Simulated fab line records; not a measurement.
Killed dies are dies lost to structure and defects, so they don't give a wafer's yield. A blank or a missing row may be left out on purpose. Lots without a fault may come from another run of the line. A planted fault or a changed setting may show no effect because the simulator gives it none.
Matching of chambers    flow n5_finfet    uv_cure-03 running N5_BEOL_M10_CURE_71: 3 sister chambers
The step cures SiCOH lowk, time 240 s. 20 wafers are shown with their chamber, then 10 later ones without.

## WAFERS, EACH WITH ITS CHAMBER
wafer   chamber  wafer_temp_C_max  lamp_power_pct (%)
L078.1  2        386.3             52.32
L078.2  2        386.3             52.35
L078.4  2        386.0             52.27
L082.2  2        386.6             52.19
L082.3  2        385.9             52.38
L082.6  2        386.1             52.31
L081.2  0        387.3             52.31
L081.4  0        386.8             52.33
L081.6  0        387.3             52.34
L085.2  1        386.7             52.33
L085.4  1        387.0             52.33
L085.5  1        386.9             52.28
L087.3  1        386.6             52.24
L087.4  1        387.0             52.32
L087.6  1        387.0             52.30
L088.1  1        387.0             52.34
L088.3  1        386.4             52.26
L088.5  1        386.7             52.34
L089.1  0        387.7             52.32
L089.4  0        387.3             52.27

SIGNATURES, as means of the wafers listed above
reading           chamber 0  chamber 1  chamber 2  scatter within a chamber
wafer_temp_C_max  387.280    386.811    386.200    0.256
lamp_power_pct    52.3140    52.3044    52.3033    0.0461
Rule: a wafer lies at a distance from a chamber equal to the root of the sum of squares, over the readings, of (its reading less the chamber's mean, divided by the reading's scatter). The wafer belongs to the nearest chamber; if the next one is less than 2 further off, it can't be placed. The scatter: take each reading less its chamber's mean, square it, sum over the shown wafers, divide by the number of wafers less the number of chambers, and take the root.

## WAFERS MISSING THEIR CHAMBER
wafer   wafer_temp_C_max  lamp_power_pct (%)
L089.6  387.1             52.36
L091.2  386.8             52.24
L091.3  386.7             52.27
L091.5  387.2             52.32
L094.1  386.6             52.32
L094.2  386.8             52.36
L094.4  386.7             52.33
L092.1  387.5             52.37
L092.4  388.6             52.28
L092.5  387.1             52.43

## EACH ONE'S CHAMBER
wafer   from the rows above           in truth
L089.6  can't be placed: 0 or 1       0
L091.2  can't be placed: 1 or 0 or 2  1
L091.3  can't be placed: 1 or 2 or 0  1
L091.5  can't be placed: 0 or 1       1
L094.1  can't be placed: 1 or 2 or 0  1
L094.2  can't be placed: 1 or 0 or 2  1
L094.4  can't be placed: 1 or 2 or 0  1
L092.1  can't be placed: 0 or 1       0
L092.4  can't be placed: 0 or 1       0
L092.5  can't be placed: 0 or 1 or 2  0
Correct placement for 0 of the 10. These rows do not allow placing 10 (true chamber among the candidates in 10). Number placed wrongly: 0.
